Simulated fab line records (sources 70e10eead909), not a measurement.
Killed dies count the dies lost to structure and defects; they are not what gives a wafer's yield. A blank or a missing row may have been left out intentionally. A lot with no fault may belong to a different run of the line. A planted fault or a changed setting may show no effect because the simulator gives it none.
Which tool was responsible? | flow nand-harc | 20 lots, 60 wafers sampled, at 6 steps of a route of 1302

## WHAT THE GAUGES READ, wafer by wafer
The record lacks any reading of a measuring or inspecting step that a usual standard deviation could be used to judge.

## TOOL THAT RAN EACH LOT (tool first, then ch and the chambers of the sampled wafers, then the start)
lot  | NHARC_A_CHANNEL_HOLE_D2_ETCH_39 | NHARC_A_CHANNEL_HOLE_D2_STRIP_28 | NHARC_A_STAIRCASE_ETCH_27      | NHARC_A_STAIRCASE_ETCH_197     | NHARC_A_STAIRCASE_TRIM_202     | NHARC_A_STAIRCASE_TRIM_226
L074 | rie-diel-02 ch 0,1,2, no start  | rie-diel-02 ch 2,3, no start     | rie-diel-13 ch 0,3, no start   | rie-diel-13 ch 0,1,2, no start | rie-diel-13 ch 0,1,2, no start | rie-diel-13 ch 0,1, no start
L075 | rie-diel-02 ch 1,2,3, no start  | rie-diel-05 ch 1,3, no start     | rie-diel-01 ch 0,1,2, no start | rie-diel-13 ch 0,1,2, no start | rie-diel-13 ch 0,2, no start   | rie-diel-13 ch 0,3, no start
L076 | rie-diel-05 ch 0,2,3, no start  | rie-diel-02 ch 0,2,3, no start   | rie-diel-06 ch 1,2,3, no start | rie-diel-13 ch 1,2,3, no start | rie-diel-13 ch 1,2,3, no start | rie-diel-13 ch 0,1,3, no start
L077 | rie-diel-05 ch 0,3, no start    | rie-diel-02 ch 1,2, no start     | rie-diel-13 ch 0,1,3, no start | rie-diel-06 ch 0,1, no start   | rie-diel-06 ch 1,2, no start   | rie-diel-01 ch 0,2, no start
L080 | rie-diel-12 ch 0,1,2, no start  | rie-diel-02 ch 0,2, no start     | rie-diel-13 ch 0,2,3, no start | rie-diel-13 ch 0,1, no start   | rie-diel-13 ch 0,1,2, no start | rie-diel-06 ch 1,3, no start
L079 | rie-diel-05 ch 0,1,2, no start  | rie-diel-12 ch 0,1,2, no start   | rie-diel-06 ch 0,2,3, no start | rie-diel-06 ch 0,1,3, no start | rie-diel-06 ch 0,2,3, no start | rie-diel-01 ch 0,1,3, no start
L081 | rie-diel-12 ch 0,1,3, no start  | rie-diel-12 ch 0,1, no start     | rie-diel-06 ch 1,2,3, no start | rie-diel-13 ch 1,2, no start   | rie-diel-13 ch 2,3, no start   | rie-diel-01 ch 2,3, no start
L083 | rie-diel-02 ch 0,1,3, no start  | rie-diel-02 ch 0,2,3, no start   | rie-diel-01 ch 0,1,3, no start | rie-diel-01 ch 2,3, no start   | rie-diel-01 ch 1,2, no start   | rie-diel-06 ch 0,3, no start
L082 | rie-diel-12 ch 1,2, no start    | rie-diel-12 ch 1,3, no start     | rie-diel-01 ch 0,1, no start   | rie-diel-06 ch 0,2, no start   | rie-diel-06 ch 0,1, no start   | rie-diel-06 ch 0,3, no start
L085 | rie-diel-02 ch 0,1, no start    | rie-diel-02 ch 1,2, no start     | rie-diel-01 ch 0,2, no start   | rie-diel-01 ch 0,2,3, no start | rie-diel-01 ch 0,2,3, no start | rie-diel-06 ch 0,3, no start
L086 | rie-diel-12 ch 0,1,2, no start  | rie-diel-12 ch 1,2,3, no start   | rie-diel-13 ch 0,3, no start   | rie-diel-13 ch 0,2,3, no start | rie-diel-13 ch 1,2,3, no start | rie-diel-06 ch 1,2,3, no start
L087 | rie-diel-05 ch 0,1, no start    | rie-diel-05 ch 2,3, no start     | rie-diel-13 ch 0,1,2, no start | rie-diel-01 ch 0,2,3, no start | rie-diel-01 ch 0,3, no start   | rie-diel-13 ch 0,3, no start
L089 | rie-diel-02 ch 0,1,3, no start  | rie-diel-05 ch 1,3, no start     | rie-diel-06 ch 0,2,3, no start | rie-diel-06 ch 0,1,3, no start | rie-diel-06 ch 0,1,2, no start | rie-diel-13 ch 1,3, no start
L088 | rie-diel-12 ch 2,3, no start    | rie-diel-02 ch 0,1, no start     | rie-diel-13 ch 0,3, no start   | rie-diel-13 ch 1,2, no start   | rie-diel-13 ch 0,1,3, no start | rie-diel-06 ch 0,3, no start
L090 | rie-diel-02 ch 0,1, no start    | rie-diel-12 ch 1,2,3, no start   | rie-diel-13 ch 0,1,2, no start | rie-diel-06 ch 0,1,3, no start | rie-diel-06 ch 0,2,3, no start | rie-diel-01 ch 0,3, no start
L093 | rie-diel-02 ch 2,3, no start    | rie-diel-02 ch 1,3, no start     | rie-diel-13 ch 0,1,3, no start | rie-diel-13 ch 1,2,3, no start | rie-diel-13 ch 1,2, no start   | rie-diel-13 ch 1,2,3, no start
L091 | rie-diel-12 ch 1,2, no start    | rie-diel-02 ch 1,2,3, no start   | rie-diel-13 ch 0,1,3, no start | rie-diel-01 ch 2,3, no start   | rie-diel-01 ch 0,1, no start   | rie-diel-01 ch 1,3, no start
L092 | rie-diel-12 ch 0,1,2, no start  | rie-diel-05 ch 0,3, no start     | rie-diel-06 ch 1,2, no start   | rie-diel-13 ch 0,1,3, no start | rie-diel-13 ch 0,3, no start   | rie-diel-01 ch 1,3, no start
L096 | rie-diel-02 ch 0,2,3, no start  | rie-diel-02 ch 0,1,3, no start   | rie-diel-13 ch 0,2,3, no start | rie-diel-06 ch 0,1,2, no start | rie-diel-06 ch 0,1,2, no start | rie-diel-06 ch 0,1,2, no start
L095 | rie-diel-05 ch 0,2,3, no start  | rie-diel-02 ch 2,3, no start     | rie-diel-06 ch 0,1,3, no start | rie-diel-13 ch 0,3, no start   | rie-diel-13 ch 0,1,2, no start | rie-diel-06 ch 0,1, no start
- NHARC_A_CHANNEL_HOLE_D2_ETCH_39: etches the open film in N2/H2, target depth 260 nm, time 325 s.
- NHARC_A_CHANNEL_HOLE_D2_STRIP_28: strips in O2.
- NHARC_A_STAIRCASE_ETCH_27: etches the open film in C4F8/O2, target depth 100 nm, time 40.5 s.
- NHARC_A_STAIRCASE_ETCH_197: etches the open film in C4F8/O2, target depth 100 nm, time 40.5 s.
- NHARC_A_STAIRCASE_TRIM_202: chemistry O2, time 211.2 s.
- NHARC_A_STAIRCASE_TRIM_226: chemistry O2, time 211.2 s.

## WHAT THE TOOLS THEMSELVES READ (means of the sampled wafers that have a number; where no wafer has one, the mark that the record gives instead)
NHARC_A_CHANNEL_HOLE_D2_ETCH_39. Usual: chamber-pressure-mTorr 30.002 mTorr, standard deviation 0.028; drypump-motor-current-A 5.4 A, standard deviation 0.38; oes-product-au 0.998 a.u., standard deviation 0.01; rf-vpp-V 430.7 V, standard deviation 2.9; showerhead-plenum-p-Torr 2.05 Torr, standard deviation 0.098; throttle-valve-pct 14.171 %, standard deviation 0.0094.
lot  | tool        | chamber-pressure-mTorr (mTorr) | drypump-motor-current-A (A) | oes-product-au (a.u.) | rf-vpp-V (V) | showerhead-plenum-p-Torr (Torr) | throttle-valve-pct (%) | flag
L074 | rie-diel-02 | 30.020                         | 5.5                         | 0.991                 | 428.8        | 1.97                            | 14.171                 |
L075 | rie-diel-02 | 29.999                         | 5.3                         | 0.998                 | 429.1        | 2.00                            | 14.182                 |
L076 | rie-diel-05 | 30.013                         | 5.4                         | 1.009                 | 430.9        | 2.06                            | 14.175                 |
L077 | rie-diel-05 | 29.994                         | 5.6                         | 0.998                 | 431.6        | 2.06                            | 14.171                 |
L080 | rie-diel-12 | 30.009                         | 5.5                         | 0.995                 | 433.0        | 2.16                            | 14.168                 |
L079 | rie-diel-05 | 29.978                         | 5.4                         | 0.990                 | 430.3        | 2.02                            | 14.170                 |
L081 | rie-diel-12 | 29.981                         | 5.1                         | 1.005                 | 432.5        | 2.09                            | 14.169                 |
L083 | rie-diel-02 | 30.038                         | 5.3                         | 1.001                 | 429.9        | 1.99                            | 14.179                 |
L082 | rie-diel-12 | 30.019                         | 5.7                         | 0.992                 | 433.2        | 2.13                            | 14.174                 |
L085 | rie-diel-02 | 30.033                         | 5.6                         | 0.999                 | 431.2        | 2.02                            | 14.177                 |
L086 | rie-diel-12 | 30.007                         | 5.5                         | 0.997                 | 433.8        | 2.16                            | 14.163                 |
L087 | rie-diel-05 | 30.001                         | 5.5                         | 1.006                 | 428.3        | 1.97                            | 14.160                 |
L089 | rie-diel-02 | 30.005                         | 5.3                         | 0.993                 | 428.3        | 1.99                            | 14.169                 |
L088 | rie-diel-12 | 29.993                         | 5.3                         | 0.993                 | 432.4        | 2.11                            | 14.165                 |
L090 | rie-diel-02 | 29.993                         | 5.5                         | 0.993                 | 428.5        | 1.96                            | 14.181                 |
L093 | rie-diel-02 | 29.969                         | 5.0                         | 0.985                 | 427.8        | 1.96                            | 14.168                 |
L091 | rie-diel-12 | 29.994                         | 5.6                         | 0.999                 | 433.5        | 2.13                            | 14.185                 |
L092 | rie-diel-12 | 30.045                         | 5.5                         | 0.995                 | 433.5        | 2.16                            | 14.161                 |
L096 | rie-diel-02 | 29.989                         | 5.2                         | 0.999                 | 427.9        | 1.94                            | 14.171                 |
L095 | rie-diel-05 | 30.013                         | 5.5                         | 1.001                 | 431.6        | 2.06                            | 14.163                 |

NHARC_A_CHANNEL_HOLE_D2_STRIP_28. Usual: chamber-pressure-mTorr 60.00 mTorr, standard deviation 0.054; drypump-motor-current-A 5.4 A, standard deviation 0.37; oes-product-au 0.999 a.u., standard deviation 0.01; rf-vpp-V 57.7 V, standard deviation 0.89; showerhead-plenum-p-Torr 3.49 Torr, standard deviation 0.14; throttle-valve-pct 17.037 %, standard deviation 0.0088.
lot  | tool        | chamber-pressure-mTorr (mTorr) | drypump-motor-current-A (A) | oes-product-au (a.u.) | rf-vpp-V (V) | showerhead-plenum-p-Torr (Torr) | throttle-valve-pct (%) | flag
L074 | rie-diel-02 | 59.98                          | 5.2                         | 0.992                 | 57.3         | 3.39                            | 17.040                 |
L075 | rie-diel-05 | 59.99                          | 5.7                         | 1.013                 | 57.5         | 3.43                            | 17.035                 |
L076 | rie-diel-02 | 59.94                          | 5.2                         | 0.999                 | 57.6         | 3.37                            | 17.037                 |
L077 | rie-diel-02 | 60.03                          | 5.7                         | 0.995                 | 57.2         | 3.51                            | 17.031                 |
L080 | rie-diel-02 | 59.97                          | 5.4                         | 0.993                 | 57.3         | 3.34                            | 17.044                 |
L079 | rie-diel-12 | 60.01                          | 5.5                         | 0.994                 | 58.5         | 3.72                            | 17.036                 |
L081 | rie-diel-12 | 59.97                          | 5.4                         | 0.996                 | 58.2         | 3.68                            | 17.033                 |
L083 | rie-diel-02 | 60.00                          | 5.2                         | 1.002                 | 58.2         | 3.37                            | 17.040                 |
L082 | rie-diel-12 | 60.01                          | 5.3                         | 1.006                 | 58.3         | 3.56                            | 17.037                 |
L085 | rie-diel-02 | 59.98                          | 5.6                         | 0.991                 | 58.1         | 3.43                            | 17.038                 |
L086 | rie-diel-12 | 59.96                          | 5.3                         | 1.004                 | 57.8         | 3.60                            | 17.029                 |
L087 | rie-diel-05 | 60.01                          | 5.6                         | 1.008                 | 57.8         | 3.56                            | 17.032                 |
L089 | rie-diel-05 | 59.99                          | 5.7                         | 0.998                 | 57.6         | 3.43                            | 17.027                 |
L088 | rie-diel-02 | 60.00                          | 5.5                         | 1.001                 | 57.9         | 3.40                            | 17.042                 |
L090 | rie-diel-12 | 60.06                          | 5.3                         | 0.995                 | 58.2         | 3.60                            | 17.042                 |
L093 | rie-diel-02 | 60.08                          | 5.1                         | 0.991                 | 58.0         | 3.49                            | 17.042                 |
L091 | rie-diel-02 | 60.05                          | 5.3                         | 1.005                 | 57.2         | 3.46                            | 17.036                 |
L092 | rie-diel-05 | 60.00                          | 5.6                         | 0.996                 | 57.2         | 3.55                            | 17.034                 |
L096 | rie-diel-02 | 60.02                          | 5.3                         | 0.997                 | 57.5         | 3.45                            | 17.035                 |
L095 | rie-diel-02 | 59.99                          | 5.2                         | 0.988                 | 56.9         | 3.38                            | 17.040                 |

NHARC_A_STAIRCASE_ETCH_27. Usual: chamber-pressure-mTorr 25.002 mTorr, standard deviation 0.022; oes-product-au 0.942 a.u., standard deviation 0.011; rf-vpp-V 897 V, standard deviation 4.7.
lot  | tool        | chamber-pressure-mTorr (mTorr) | oes-product-au (a.u.) | rf-vpp-V (V) | flag
L074 | rie-diel-13 | 25.006                         | 0.953                 | 897          |
L075 | rie-diel-01 | 25.023                         | 0.932                 | 899          |
L076 | rie-diel-06 | 25.012                         | 0.927                 | 893          |
L077 | rie-diel-13 | 25.022                         | 0.942                 | 900          |
L080 | rie-diel-13 | 25.005                         | 0.941                 | 897          |
L079 | rie-diel-06 | 25.010                         | 0.944                 | 894          |
L081 | rie-diel-06 | 25.001                         | 0.943                 | 893          |
L083 | rie-diel-01 | 25.016                         | 0.929                 | 901          |
L082 | rie-diel-01 | 24.987                         | 0.953                 | 901          |
L085 | rie-diel-01 | 25.000                         | 0.927                 | 897          |
L086 | rie-diel-13 | 25.003                         | 0.942                 | 897          |
L087 | rie-diel-13 | 25.036                         | 0.930                 | 899          |
L089 | rie-diel-06 | 24.999                         | 0.945                 | 894          |
L088 | rie-diel-13 | 24.987                         | 0.948                 | 898          |
L090 | rie-diel-13 | 25.005                         | 0.942                 | 898          |
L093 | rie-diel-13 | 25.017                         | 0.939                 | 899          |
L091 | rie-diel-13 | 25.012                         | 0.946                 | 899          |
L092 | rie-diel-06 | 25.001                         | 0.930                 | 899          |
L096 | rie-diel-13 | 25.003                         | 0.953                 | 897          |
L095 | rie-diel-06 | 25.012                         | 0.933                 | 897          |

NHARC_A_STAIRCASE_ETCH_197. Usual: chamber-pressure-mTorr 24.997 mTorr, standard deviation 0.025; oes-product-au 0.950 a.u., standard deviation 0.017; rf-vpp-V 898 V, standard deviation 4.4.
lot  | tool        | chamber-pressure-mTorr (mTorr) | oes-product-au (a.u.) | rf-vpp-V (V) | flag
L074 | rie-diel-13 | 24.975                         | 0.966                 | 899          |
L075 | rie-diel-13 | 25.014                         | 0.945                 | 901          |
L076 | rie-diel-13 | 25.017                         | 0.940                 | 899          |
L077 | rie-diel-06 | 24.985                         | 0.959                 | 888          |
L080 | rie-diel-13 | 25.019                         | 0.935                 | 900          |
L079 | rie-diel-06 | 24.999                         | 0.941                 | 891          |
L081 | rie-diel-13 | 24.981                         | 0.981                 | 899          |
L083 | rie-diel-01 | 24.998                         | 0.938                 | 898          |
L082 | rie-diel-06 | 24.968                         | 0.950                 | 892          |
L085 | rie-diel-01 | 25.004                         | 0.930                 | 901          |
L086 | rie-diel-13 | 24.988                         | 0.965                 | 897          |
L087 | rie-diel-01 | 24.992                         | 0.933                 | 900          |
L089 | rie-diel-06 | 24.970                         | 0.952                 | 897          |
L088 | rie-diel-13 | 25.005                         | 0.952                 | 899          |
L090 | rie-diel-06 | 25.009                         | 0.947                 | 896          |
L093 | rie-diel-13 | 24.986                         | 0.958                 | 899          |
L091 | rie-diel-01 | 25.002                         | 0.974                 | 897          |
L092 | rie-diel-13 | 25.010                         | 0.945                 | 897          |
L096 | rie-diel-06 | 24.992                         | 0.919                 | 897          |
L095 | rie-diel-13 | 24.999                         | 0.952                 | 896          |

NHARC_A_STAIRCASE_TRIM_202. Usual: chamber-pressure-mTorr 60.00 mTorr, standard deviation 0.054; drypump-motor-current-A 5.7 A, standard deviation 0.32; oes-product-au 1.001 a.u., standard deviation 0.0092; rf-vpp-V 57.9 V, standard deviation 0.82; showerhead-plenum-p-Torr 3.57 Torr, standard deviation 0.12; throttle-valve-pct 17.037 %, standard deviation 0.009.
lot  | tool        | chamber-pressure-mTorr (mTorr) | drypump-motor-current-A (A) | oes-product-au (a.u.) | rf-vpp-V (V) | showerhead-plenum-p-Torr (Torr) | throttle-valve-pct (%) | flag
L074 | rie-diel-13 | 60.01                          | 5.6                         | 1.001                 | 58.2         | 3.64                            | 17.042                 |
L075 | rie-diel-13 | 59.98                          | 5.4                         | 1.000                 | 58.9         | 3.59                            | 17.040                 |
L076 | rie-diel-13 | 60.00                          | 5.8                         | 1.005                 | 58.7         | 3.63                            | 17.045                 |
L077 | rie-diel-06 | 60.01                          | 5.8                         | 0.992                 | 57.6         | 3.37                            | 17.035                 |
L080 | rie-diel-13 | 60.00                          | 5.6                         | 0.998                 | 58.2         | 3.63                            | 17.035                 |
L079 | rie-diel-06 | 60.01                          | 5.6                         | 1.001                 | 57.3         | 3.49                            | 17.040                 |
L081 | rie-diel-13 | 60.05                          | 5.6                         | 1.011                 | 58.4         | 3.55                            | 17.032                 |
L083 | rie-diel-01 | 59.99                          | 5.7                         | 0.986                 | 57.6         | 3.50                            | 17.046                 |
L082 | rie-diel-06 | 60.01                          | 5.5                         | 0.995                 | 57.0         | 3.31                            | 17.033                 |
L085 | rie-diel-01 | 59.96                          | 5.7                         | 0.997                 | 57.8         | 3.66                            | 17.034                 |
L086 | rie-diel-13 | 60.03                          | 5.8                         | 1.009                 | 57.7         | 3.60                            | 17.042                 |
L087 | rie-diel-01 | 59.98                          | 5.6                         | 0.997                 | 58.9         | 3.75                            | 17.042                 |
L089 | rie-diel-06 | 60.03                          | 5.7                         | 1.004                 | 57.7         | 3.57                            | 17.031                 |
L088 | rie-diel-13 | 59.99                          | 5.7                         | 0.998                 | 58.1         | 3.61                            | 17.036                 |
L090 | rie-diel-06 | 60.09                          | 5.6                         | 0.999                 | 58.2         | 3.47                            | 17.035                 |
L093 | rie-diel-13 | 59.99                          | 5.7                         | 1.012                 | 58.7         | 3.59                            | 17.038                 |
L091 | rie-diel-01 | 60.06                          | 5.8                         | 0.996                 | 58.2         | 3.61                            | 17.038                 |
L092 | rie-diel-13 | 59.97                          | 5.7                         | 1.005                 | 56.9         | 3.55                            | 17.047                 |
L096 | rie-diel-06 | 60.02                          | 5.7                         | 1.000                 | 58.4         | 3.56                            | 17.045                 |
L095 | rie-diel-13 | 60.02                          | 5.6                         | 1.001                 | 57.2         | 3.60                            | 17.038                 |

NHARC_A_STAIRCASE_TRIM_226. Usual: chamber-pressure-mTorr 59.99 mTorr, standard deviation 0.06; drypump-motor-current-A 5.7 A, standard deviation 0.35; oes-product-au 0.999 a.u., standard deviation 0.0094; rf-vpp-V 58.0 V, standard deviation 0.77; showerhead-plenum-p-Torr 3.56 Torr, standard deviation 0.14; throttle-valve-pct 17.036 %, standard deviation 0.0092.
lot  | tool        | chamber-pressure-mTorr (mTorr) | drypump-motor-current-A (A) | oes-product-au (a.u.) | rf-vpp-V (V) | showerhead-plenum-p-Torr (Torr) | throttle-valve-pct (%) | flag
L074 | rie-diel-13 | 59.99                          | 5.7                         | 0.998                 | 58.2         | 3.70                            | 17.031                 |
L075 | rie-diel-13 | 60.05                          | 5.5                         | 1.000                 | 57.8         | 3.60                            | 17.035                 |
L076 | rie-diel-13 | 60.03                          | 5.7                         | 1.001                 | 57.9         | 3.64                            | 17.027                 |
L077 | rie-diel-01 | 60.04                          | 5.5                         | 0.990                 | 57.8         | 3.59                            | 17.033                 |
L080 | rie-diel-06 | 60.01                          | 5.5                         | 0.995                 | 57.4         | 3.36                            | 17.030                 |
L079 | rie-diel-01 | 60.03                          | 5.8                         | 1.002                 | 59.2         | 3.69                            | 17.040                 |
L081 | rie-diel-01 | 60.07                          | 5.7                         | 0.997                 | 58.3         | 3.57                            | 17.037                 |
L083 | rie-diel-06 | 59.97                          | 5.3                         | 0.995                 | 58.2         | 3.43                            | 17.039                 |
L082 | rie-diel-06 | 60.02                          | 5.3                         | 0.998                 | 58.4         | 3.43                            | 17.037                 |
L085 | rie-diel-06 | 59.98                          | 5.2                         | 1.014                 | 57.4         | 3.43                            | 17.042                 |
L086 | rie-diel-06 | 59.96                          | 5.7                         | 0.994                 | 57.8         | 3.44                            | 17.027                 |
L087 | rie-diel-13 | 59.91                          | 5.5                         | 0.997                 | 57.0         | 3.57                            | 17.037                 |
L089 | rie-diel-13 | 59.94                          | 5.9                         | 1.004                 | 58.6         | 3.66                            | 17.031                 |
L088 | rie-diel-06 | 60.00                          | 5.3                         | 1.006                 | 57.7         | 3.42                            | 17.037                 |
L090 | rie-diel-01 | 59.97                          | 5.7                         | 1.008                 | 57.8         | 3.74                            | 17.035                 |
L093 | rie-diel-13 | 60.02                          | 5.8                         | 1.004                 | 57.8         | 3.59                            | 17.042                 |
L091 | rie-diel-01 | 59.96                          | 6.0                         | 0.989                 | 58.5         | 3.60                            | 17.042                 |
L092 | rie-diel-01 | 60.00                          | 6.1                         | 0.996                 | 57.6         | 3.65                            | 17.032                 |
L096 | rie-diel-06 | 59.92                          | 5.7                         | 1.002                 | 58.1         | 3.56                            | 17.042                 |
L095 | rie-diel-06 | 60.00                          | 5.4                         | 1.003                 | 57.6         | 3.51                            | 17.037                 |

## THE ANSWER, worked out from the rows above alone
Rule: a lot is off if the mean of its wafers that have a number lies more than 3 standard deviations from the usual mean. A lot without any number at a reading at which 4 lots or more have one is off too. All remaining lots with rows at the step are treated as sound. First the gauges in route order, then the tools' own readings, where a lot's mean is used as printed above. The first step at which some lot is off is used, and at that step the reading that is off furthest; a lot without a number counts as furthest.
None of the lots is off at any reading shown; this tells nothing.

## WHAT WAS PUT IN BY THE SIMULATOR
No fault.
